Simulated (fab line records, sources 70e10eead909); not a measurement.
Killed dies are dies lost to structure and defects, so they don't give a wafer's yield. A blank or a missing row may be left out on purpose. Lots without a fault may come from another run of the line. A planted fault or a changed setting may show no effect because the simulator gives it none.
Chamber matching | flow nand_harc | NHARC_A_ONON_D1_DEP_33 on pecvd-02: 3 sister chambers
The step deposits SiO2, target thk 200 nm. 14 wafers are shown with their chamber, then 7 later ones without.

WAFERS WITH THEIR CHAMBER
wafer  | chamber | throttle_valve_pct (%) | heater_power_w (W) | heater_power_outer_w (W)
L855.1 | 0       | 15.8                   | 591                | 276
L855.5 | 0       | 15.9                   | 590                | 287
L855.6 | 2       | 15.8                   | 464                | 234
L857.1 | 0       | 15.9                   | 667                | 346
L857.3 | 2       | 15.9                   | 505                | 263
L857.5 | 0       | 16.2                   | 681                | 353
L859.3 | 0       | 16.2                   | 634                | 307
L859.4 | 1       | 15.0                   | 498                | 281
L859.6 | 2       | 16.1                   | 505                | 280
L865.1 | 1       | 15.2                   | 537                | 323
L865.5 | 2       | 16.0                   | 553                | 312
L865.6 | 1       | 15.2                   | 402                | 222
L866.2 | 0       | 16.2                   | 623                | 307
L866.5 | 1       | 15.4                   | 501                | 321

SIGNATURES (means of the wafers above)
reading              | chamber 0 | chamber 1 | chamber 2 | scatter within a chamber
throttle_valve_pct   | 16.033    | 15.200    | 15.950    | 0.166
heater_power_w       | 631.00    | 484.50    | 506.75    | 43.8
heater_power_outer_w | 312.67    | 286.75    | 272.25    | 36.6
Rule: a wafer's distance from a chamber is the root of the sum, over the readings, of the square of ((its reading less the chamber's mean) divided by the reading's scatter). The wafer belongs to the nearest chamber; if the next one is less than 2 further off, it can't be placed. The scatter: the root of (the sum of the squares of (reading less its chamber's mean) over the shown wafers, divided by (wafers less chambers)).

WAFERS WITHOUT THEIR CHAMBER
wafer  | throttle_valve_pct (%) | heater_power_w (W) | heater_power_outer_w (W)
L866.6 | 16.1                   | 636                | 316
L874.1 | 15.3                   | 487                | 284
L874.3 | 16.4                   | 692                | 358
L874.4 | 16.1                   | 706                | 363
L876.3 | 16.2                   | 487                | 266
L876.5 | 15.2                   | 536                | 325
L876.6 | 16.1                   | 515                | 274

WHICH CHAMBER EACH WENT THROUGH
wafer  | from the rows above     | in truth
L866.6 | 0                       | 0
L874.1 | 1                       | 1
L874.3 | 0                       | 0
L874.4 | 0                       | 0
L876.3 | 2                       | 2
L876.5 | 1                       | 1
L876.6 | can't be placed: 2 or 0 | 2
Placed correctly: 6 of 7. Can't be placed from these rows: 1 (the true chamber is among the candidates in 1). Placed wrongly: 0.
